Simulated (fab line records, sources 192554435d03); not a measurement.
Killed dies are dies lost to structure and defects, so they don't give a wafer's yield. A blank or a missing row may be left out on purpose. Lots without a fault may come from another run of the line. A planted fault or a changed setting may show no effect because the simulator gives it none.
fab line records | flow n5_finfet
record lots=5 wafers=12 last_day=17
route steps=1938 shown SD_EPI_N@276 SD_EPI_P@295
lots that met no fault: from a run of the same line without faults
start_h: hours from the record's first day to the start of the lot's first wafer shown | wait_h: hours since the lot's step before | " the same as in the row above | L1.1+2: a row that stands for several wafers | - no value, or no start given | * or withheld: withheld | < > ~ a bound
route shown NAME@n: a module of which the file shows steps, and the number in the route of the first | usual: mean/standard deviation of fault-free wafers | same: alike in all rows | chamber/n: place in a boat | sites: the reading at each site | _std_site: their standard deviation | _edge_site: outer sites' mean less inner sites' | radius_mm: how far each site lies from the wafer's centre | mask NAME#n: copy n | behind: the tool/chamber that last shaped the wafer | hold: why the lot was held/for how many hours/how that ended | device: the transistor (n, p or np) that didn't switch | end of line: the same wafers' tests at the end of the route | a step without rows: its recipe alone | killed: dies lost to structure and defects at the first sort, not the wafer's yield | map: a wafer's dies, x killed, . not, _ none there
set.NAME: the setting as run; set.NAME@STEP: as run at that earlier step | model.NAME: the simulator's own value behind a step, which no gauge read
lots at some steps of the route; a table a step, a row a wafer
services: from which hour (start_h, from the record's first day; less than 0 if before it) a tool's chamber was out of use, for how many hours, and why
## steps
# step N5_SD_EPI_N_STRIP_36
# recipe chemistry=N2/H2 temp_c=40 n2_flow_sccm=200 h2_flow_sccm=200 rf_frequency_hz=6e+07
# step N5_SD_EPI_N_ETCHBACK_44
# recipe chemistry=CH3F/O2 mode=anisotropic_etchback target=SiNx target_depth_a=145 stop_on=SiO2 over_etch_frac=0.3 ion_energy_ev=120 pressure_mtorr=30 source_w=395 bias_w=73 Ar_flow_sccm=150 CH3F_flow_sccm=30 O2_flow_sccm=20
# step N5_SD_EPI_N_ETCH_45
# recipe chemistry=CH3F/O2 target=SiOCN target_depth_a=60 mask_material=SOC ion_energy_ev=60 bias_w=29 pressure_mtorr=15 source_w=410 Ar_flow_sccm=150 CH3F_flow_sccm=30 O2_flow_sccm=20
# step N5_SD_EPI_N_ETCH_16
# recipe chemistry=CHF3/O2 target=SiO2 target_depth_a=50 mask_material=SOC pressure_mtorr=30 source_w=650 bias_w=170 Ar_flow_sccm=200 CHF3_flow_sccm=50 O2_flow_sccm=5 ion_energy_ev=200
# step N5_SD_EPI_N_STRIP_47
# recipe chemistry=CHF3/O2 resist=SiARC rf_frequency_hz=6e+07
# step N5_SD_EPI_N_SD_RECESS_17
# recipe chemistry=HBr/Cl2/O2 target_depth_a=410 mask_material=SOC time_s=23.7 bt_time_s=3 pressure_mtorr=10 icp_w=800 bias_w=112 HBr_flow_sccm=150 Cl2_flow_sccm=80 O2_flow_sccm=12
# step N5_SD_EPI_N_STRIP_38
# recipe chemistry=N2/H2 power_w=1000 temp_c=250 h2_frac=0.65 overash_fraction=0.3 pressure_mtorr=withheld n2_flow_sccm=1750 h2_flow_sccm=3250
# step N5_SD_EPI_N_WET_ETCH_43
# recipe chemistry=dHF dilution=withheld time_s=14 target=SiO2 target_depth_a=15 temp_c=25
# step N5_SD_EPI_N_STRIP_18
# recipe chemistry=SPM time_s=750 temp_c=130 h2so4_h2o2_vol_ratio=4
# step N5_SD_EPI_N_SRD_20
# recipe dry=ipa_marangoni do_ppb=5 time_s=30 temp_c=23 rinse_liquid=diw
# step N5_SD_EPI_N_PRECLEAN_48
# recipe chemistry=NF3:NH3 afs_cycles=2 temp_c=30 time_s=20 sublimation_temp_c=180 sublimation_time_s=60 pressure_torr=3 rf_power_w=30
# step N5_SD_EPI_N_VAPOR_ETCH_50
# recipe chemistry=HCl target=Si temp_c=775 time_s=54 pressure_torr=20 mode=isotropic
# step N5_SD_EPI_N_EPI_21
# recipe material=Si:P dopant=P temp_c=680 pressure_torr=255 time_s=690
# usual epi_growth_time_s=690/0
# columns lot.wafer tool chamber start_h wait_h epi_growth_time_s model.Si-P_of_SD_EPI_N_EPI_21.thk_nm
L144.1 epi_rpcvd-03 0 82.92 0.1 690 59.2
L144.2 " 0 " " 690 59.4
L144.3 " 0 " " 690 58.6
L151.2 epi_rpcvd-04 0 123.75 0.4 690 59.8
L151.3 " 0 " " 690 60.2
L151.6 " 0 " " 690 60.2
L154.1 epi_rpcvd-03 0 142.87 0.1 590.45 53.4
L154.5 " 0 143.99 1.1 690 58.8
L156.5 epi_rpcvd-03 0 157.05 1.1 690 58.6
L156.6 " 0 " " 590.45 53.4
L158.1 epi_rpcvd-03 0 168.48 0.1 590.45 53.8
L158.6 " 0 169.88 1.4 590.45 53.6
# step N5_SD_EPI_N_EPI_MEAS_23
# recipe mode=xrd
# usual thk_nm=59.1/1.1
# columns lot.wafer tool chamber start_h wait_h thk_nm
L144.1 film_metro-02 - 84.64 1.4 59.4
L144.2 " - " " 59.9
L144.3 " - " " 58.3
L151.2 film_metro-01 - 125.19 1.2 59.9
L151.3 " - " " 62.1
L151.6 " - " " 60.9
L154.1 film_metro-01 - 144.59 1.4 53.2
L154.5 " - " " 58.9
L156.5 film_metro-01 - 157.65 0.3 58.1
L156.6 " - " " 52.3
L158.1 film_metro-01 - 170.20 1.4 53.9
L158.6 " - " " 54.8
# step N5_SD_EPI_N_PRECLEAN_24
# recipe chemistry=O3/DIW time_s=60 temp_c=22 o3_ppm=10
# step N5_SD_EPI_N_SRD_25
# recipe time_s=30 temp_c=23 rinse_liquid=diw dry=ipa_marangoni
# step N5_SD_EPI_N_PRECLEAN_49
# recipe chemistry=NF3:NH3 afs_cycles=1 temp_c=30 time_s=20 sublimation_temp_c=180 sublimation_time_s=60 pressure_torr=3 rf_power_w=30
# step N5_SD_EPI_N_LINER_46
# recipe material=SiNx target_thk_a=30 temp_c=400 ald_precursor_family=SiH2I2 ald_co_reactant=N2/H2-plasma pressure_torr=2
# step N5_SD_EPI_P_COAT_34
# recipe resist=SOC temp_c=250 time_s=60 spin_rpm=1500 resist_thk_nm=350
# step N5_SD_EPI_P_COAT_35
# recipe resist=SiARC temp_c=220 time_s=60 spin_rpm=1500 resist_thk_nm=35
# step N5_SD_EPI_P_COAT_03
# recipe resist=CAR-ArF-block spin_rpm=1500 resist_thk_nm=150
# step N5_SD_EPI_P_EBR_05
# recipe solvent=PGMEA ebr_width_mm=1.5
# step N5_SD_EPI_P_SOFTBAKE_04
# recipe temp_c=110 time_s=60 resist=CAR-ArF-block
# step N5_SD_EPI_P_EXPOSE_06
# recipe mask_id=SD_P_BLK na=1.35 source_shape=conventional sigma_outer=0.8 polarization=unpolarized target_cd_nm=240 dose_mj=39.5
# step N5_SD_EPI_P_PEB_07
# recipe peb_temp_c=110 peb_time_s=60 resist=CAR-ArF-block
# step N5_SD_EPI_P_DEVELOP_08
# recipe develop_time_s=30 developer=TMAH resist=CAR-ArF-block dev_temp_c=23 rinse_liquid=diw dry=air_spin
# step N5_SD_EPI_P_DESCUM_14
# recipe chemistry=O2 time_s=7.9 source_power_w=50 bias_power_w=20 pressure_mtorr=20 rf_frequency_hz=2.712e+07 temp_c=40 resist=CAR-ArF-block o2_flow_sccm=225
# step N5_SD_EPI_P_ETCH_36
# recipe chemistry=CF4 target=SiARC target_depth_a=455 mask_material=CAR-ArF-block time_s=75.8 ion_energy_ev=80 pressure_mtorr=40 source_w=545 bias_w=36 Ar_flow_sccm=100 cf4_flow_sccm=100 ends=cleared
# step N5_SD_EPI_P_ETCH_37
# recipe chemistry=N2/H2 target=SOC overetch_a=1080 mask_material=SiARC temp_c=40 ion_energy_ev=100 source_w=3000 bias_w=133 pressure_mtorr=20 time_s=486 n2_flow_sccm=200 h2_flow_sccm=200 ends=end_point
# step N5_SD_EPI_P_STRIP_38
# recipe chemistry=N2/H2 temp_c=40 n2_flow_sccm=200 h2_flow_sccm=200 rf_frequency_hz=6e+07
# step N5_SD_EPI_P_ETCHBACK_46
# recipe chemistry=CH3F/O2 mode=anisotropic_etchback target=SiNx target_depth_a=175 stop_on=SiO2 over_etch_frac=0.3 ion_energy_ev=120 pressure_mtorr=30 source_w=395 bias_w=73 Ar_flow_sccm=150 CH3F_flow_sccm=30 O2_flow_sccm=20
# step N5_SD_EPI_P_ETCH_47
# recipe chemistry=CH3F/O2 target=SiOCN target_depth_a=250 mask_material=SOC ion_energy_ev=60 bias_w=29 pressure_mtorr=30 source_w=410 Ar_flow_sccm=150 CH3F_flow_sccm=30 O2_flow_sccm=20
# step N5_SD_EPI_P_ETCH_16
# recipe chemistry=CHF3/O2 target=SiO2 target_depth_a=50 mask_material=SOC pressure_mtorr=30 source_w=650 bias_w=170 Ar_flow_sccm=200 CHF3_flow_sccm=50 O2_flow_sccm=5 ion_energy_ev=200
# step N5_SD_EPI_P_STRIP_50
# recipe chemistry=CHF3/O2 resist=SiARC rf_frequency_hz=6e+07
# step N5_SD_EPI_P_SD_RECESS_17
# recipe chemistry=HBr/Cl2/O2 target_depth_a=391 bt_time_s=3 pressure_mtorr=10 icp_w=800 bias_w=112 HBr_flow_sccm=150 Cl2_flow_sccm=80 O2_flow_sccm=12
# step N5_SD_EPI_P_WET_ETCH_45
# recipe chemistry=dHF dilution=withheld time_s=10.7 target=SiO2 target_depth_a=20 temp_c=25 dry=ipa_marangoni rinse_time_s=30 rinse_temp_c=23
# step N5_SD_EPI_P_STRIP_40
# recipe chemistry=N2/H2 power_w=1000 temp_c=250 h2_frac=0.65 overash_fraction=0.3 pressure_mtorr=withheld n2_flow_sccm=1750 h2_flow_sccm=3250
# step N5_SD_EPI_P_PRECLEAN_52
# recipe chemistry=O3/DIW time_s=60 temp_c=22 o3_ppm=10
# step N5_SD_EPI_P_PRECLEAN_24
# recipe chemistry=O3/DIW time_s=45 temp_c=22 o3_ppm=10
# columns lot.wafer tool chamber start_h wait_h model.Si-P_of_SD_EPI_N_EPI_21.thk_nm
L144.1 wet_bench-05 7 89.25 0.0 58.4
L144.2 " 1 " " 58.6
L144.3 " 0 " " 57.8
L151.2 wet_bench-02 1 131.81 0.0 58.8
L151.3 " 3 " " 59.2
L151.6 " 0 " " 59.4
L154.1 wet_bench-02 3 150.41 0.0 52.6
L154.5 " 2 " " 58
L156.5 wet_bench-01 1 162.80 0.0 57.8
L156.6 " 2 " " 52.6
L158.1 wet_bench-05 1 174.91 0.0 53.2
L158.6 " 7 " " 52.8
## services
# columns tool chamber start_h hours kind
epi_rpcvd-03 - 72.76 8.1 pm
epi_rpcvd-04 - 155.48 2.8 pm
epi_rpcvd-04 - 168.48 0.8 pm
## key
first_sign step=N5_SD_EPI_N_EPI_21 reading=epi_growth_time_s direction=down sigmas=99+ usual=* struck=*
effect step=N5_SD_EPI_N_EPI_MEAS_23 reading=thk_nm direction=down sigmas=4.8 usual=* struck=*
model_effect step=N5_SD_EPI_N_EPI_21 value=Si-P_of_SD_EPI_N_EPI_21.thk_nm without=59.4 struck=53.55
model_effect step=N5_SD_EPI_P_PRECLEAN_24 value=Si-P_of_SD_EPI_N_EPI_21.thk_nm without=58.55 struck=52.8
met_at N5_SD_EPI_N_EPI_21
struck_wafers L154.1,L156.6,L158.1,L158.6
tester_left_out L154,L156,L158
onset_between 82.92 142.87
fault kind=process_parameter_drift tool=epi_rpcvd-03 chamber=- onset_h=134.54 steps=N5_SD_EPI_N_EPI_21 channel=epi_growth_time_s offset=* shape=step end_h=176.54 scope=struck_wafers_only acts_in=* stated=*
# tester_left_out: of these lots the tester's yield and bins aren't shown, on N5 and GAA mostly nor the transistor test; their killed dies are dies lost to structure and defects alone, not to doping, threshold or leakage, so they don't give the yield
